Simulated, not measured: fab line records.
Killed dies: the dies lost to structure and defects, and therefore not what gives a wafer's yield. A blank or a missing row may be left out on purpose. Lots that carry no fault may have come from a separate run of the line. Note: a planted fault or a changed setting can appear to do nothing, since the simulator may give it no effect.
Chamber matching || flow n5-finfet || 4 sister chambers for N5_BEOL_M0_SAQP_ETCH_83 on rie-diel-03
The step etches SiARC in CF4, target depth 39 nm, time 65 s. 18 wafers are shown with their chamber, then 9 later ones without.

WAFERS, EACH WITH ITS CHAMBER
{"wafer": "L076.2", "chamber": 1, "showerhead-plenum-p-Torr (Torr)": 2.12, "drypump-motor-current-A (A)": 5.47, "etch-rf-on-time-s (s)": 66.4}
{"wafer": "L076.5", "chamber": 0, "showerhead-plenum-p-Torr (Torr)": 2.07, "drypump-motor-current-A (A)": 5.76, "etch-rf-on-time-s (s)": 62.6}
{"wafer": "L076.6", "chamber": 3, "showerhead-plenum-p-Torr (Torr)": 2.20, "drypump-motor-current-A (A)": 5.84, "etch-rf-on-time-s (s)": 66.0}
{"wafer": "L079.1", "chamber": 1, "showerhead-plenum-p-Torr (Torr)": 2.12, "drypump-motor-current-A (A)": 5.53, "etch-rf-on-time-s (s)": 67.9}
{"wafer": "L079.4", "chamber": 2, "showerhead-plenum-p-Torr (Torr)": 2.18, "drypump-motor-current-A (A)": 6.06, "etch-rf-on-time-s (s)": 61.2}
{"wafer": "L079.5", "chamber": 1, "showerhead-plenum-p-Torr (Torr)": 2.12, "drypump-motor-current-A (A)": 5.51, "etch-rf-on-time-s (s)": 66.9}
{"wafer": "L085.1", "chamber": 2, "showerhead-plenum-p-Torr (Torr)": 2.18, "drypump-motor-current-A (A)": 6.03, "etch-rf-on-time-s (s)": 60.7}
{"wafer": "L085.3", "chamber": 3, "showerhead-plenum-p-Torr (Torr)": 2.19, "drypump-motor-current-A (A)": 5.82, "etch-rf-on-time-s (s)": 65.8}
{"wafer": "L085.6", "chamber": 0, "showerhead-plenum-p-Torr (Torr)": 2.06, "drypump-motor-current-A (A)": 5.71, "etch-rf-on-time-s (s)": 62.9}
{"wafer": "L087.1", "chamber": 1, "showerhead-plenum-p-Torr (Torr)": 2.12, "drypump-motor-current-A (A)": 5.46, "etch-rf-on-time-s (s)": 68.0}
{"wafer": "L087.4", "chamber": 0, "showerhead-plenum-p-Torr (Torr)": 2.06, "drypump-motor-current-A (A)": 5.72, "etch-rf-on-time-s (s)": 62.7}
{"wafer": "L087.6", "chamber": 1, "showerhead-plenum-p-Torr (Torr)": 2.12, "drypump-motor-current-A (A)": 5.45, "etch-rf-on-time-s (s)": 67.4}
{"wafer": "L090.2", "chamber": 2, "showerhead-plenum-p-Torr (Torr)": 2.18, "drypump-motor-current-A (A)": 6.03, "etch-rf-on-time-s (s)": 61.2}
{"wafer": "L090.5", "chamber": 0, "showerhead-plenum-p-Torr (Torr)": 2.06, "drypump-motor-current-A (A)": 5.72, "etch-rf-on-time-s (s)": 62.6}
{"wafer": "L090.6", "chamber": 3, "showerhead-plenum-p-Torr (Torr)": 2.19, "drypump-motor-current-A (A)": 5.82, "etch-rf-on-time-s (s)": 65.8}
{"wafer": "L093.3", "chamber": 0, "showerhead-plenum-p-Torr (Torr)": 2.06, "drypump-motor-current-A (A)": 5.76, "etch-rf-on-time-s (s)": 63.4}
{"wafer": "L093.5", "chamber": 1, "showerhead-plenum-p-Torr (Torr)": 2.11, "drypump-motor-current-A (A)": 5.52, "etch-rf-on-time-s (s)": 67.8}
{"wafer": "L093.6", "chamber": 0, "showerhead-plenum-p-Torr (Torr)": 2.06, "drypump-motor-current-A (A)": 5.75, "etch-rf-on-time-s (s)": 63.5}

SIGNATURES (averages over the wafers above)
{"reading": "showerhead-plenum-p-Torr", "chamber 0": 2.0617, "chamber 1": 2.1183, "chamber 2": 2.1800, "chamber 3": 2.1933, "scatter within a chamber": 0.00408}
{"reading": "drypump-motor-current-A", "chamber 0": 5.7367, "chamber 1": 5.4900, "chamber 2": 6.0400, "chamber 3": 5.8267, "scatter within a chamber": 0.0256}
{"reading": "etch-rf-on-time-s", "chamber 0": 62.950, "chamber 1": 67.400, "chamber 2": 61.033, "chamber 3": 65.867, "scatter within a chamber": 0.465}
Rule: a wafer's distance from a chamber is the root of the sum, over the readings, of the square of ((its reading less the chamber's mean) divided by the reading's scatter). The wafer belongs to the nearest chamber; if the next one is less than 2 further off, it can't be placed. The scatter: the root of (the sum of the squares of (reading less its chamber's mean) over the shown wafers, divided by (wafers less chambers)).

WAFERS WITHOUT THEIR CHAMBER
{"wafer": "L094.1", "showerhead-plenum-p-Torr (Torr)": 2.17, "drypump-motor-current-A (A)": 6.03, "etch-rf-on-time-s (s)": 62.3}
{"wafer": "L094.3", "showerhead-plenum-p-Torr (Torr)": 2.06, "drypump-motor-current-A (A)": 5.73, "etch-rf-on-time-s (s)": 63.6}
{"wafer": "L094.5", "showerhead-plenum-p-Torr (Torr)": 2.17, "drypump-motor-current-A (A)": 6.04, "etch-rf-on-time-s (s)": 62.2}
{"wafer": "L096.3", "showerhead-plenum-p-Torr (Torr)": 2.17, "drypump-motor-current-A (A)": 6.01, "etch-rf-on-time-s (s)": 61.4}
{"wafer": "L096.5", "showerhead-plenum-p-Torr (Torr)": 2.17, "drypump-motor-current-A (A)": 6.03, "etch-rf-on-time-s (s)": 62.0}
{"wafer": "L096.6", "showerhead-plenum-p-Torr (Torr)": 2.19, "drypump-motor-current-A (A)": 5.84, "etch-rf-on-time-s (s)": 66.5}
{"wafer": "L097.1", "showerhead-plenum-p-Torr (Torr)": 2.11, "drypump-motor-current-A (A)": 5.48, "etch-rf-on-time-s (s)": 68.4}
{"wafer": "L097.2", "showerhead-plenum-p-Torr (Torr)": 2.17, "drypump-motor-current-A (A)": 6.07, "etch-rf-on-time-s (s)": 61.1}
{"wafer": "L097.6", "showerhead-plenum-p-Torr (Torr)": 2.19, "drypump-motor-current-A (A)": 5.83, "etch-rf-on-time-s (s)": 65.9}

WHICH CHAMBER EACH ONE RAN IN
{"wafer": "L094.1", "from the rows above": 2, "in truth": 2}
{"wafer": "L094.3", "from the rows above": 0, "in truth": 0}
{"wafer": "L094.5", "from the rows above": 2, "in truth": 2}
{"wafer": "L096.3", "from the rows above": 2, "in truth": 2}
{"wafer": "L096.5", "from the rows above": 2, "in truth": 2}
{"wafer": "L096.6", "from the rows above": 3, "in truth": 3}
{"wafer": "L097.1", "from the rows above": 1, "in truth": 1}
{"wafer": "L097.2", "from the rows above": 2, "in truth": 2}
{"wafer": "L097.6", "from the rows above": 3, "in truth": 3}
9 of 9 placed correctly. Left unplaced by these rows: 0. Placed wrongly: 0.
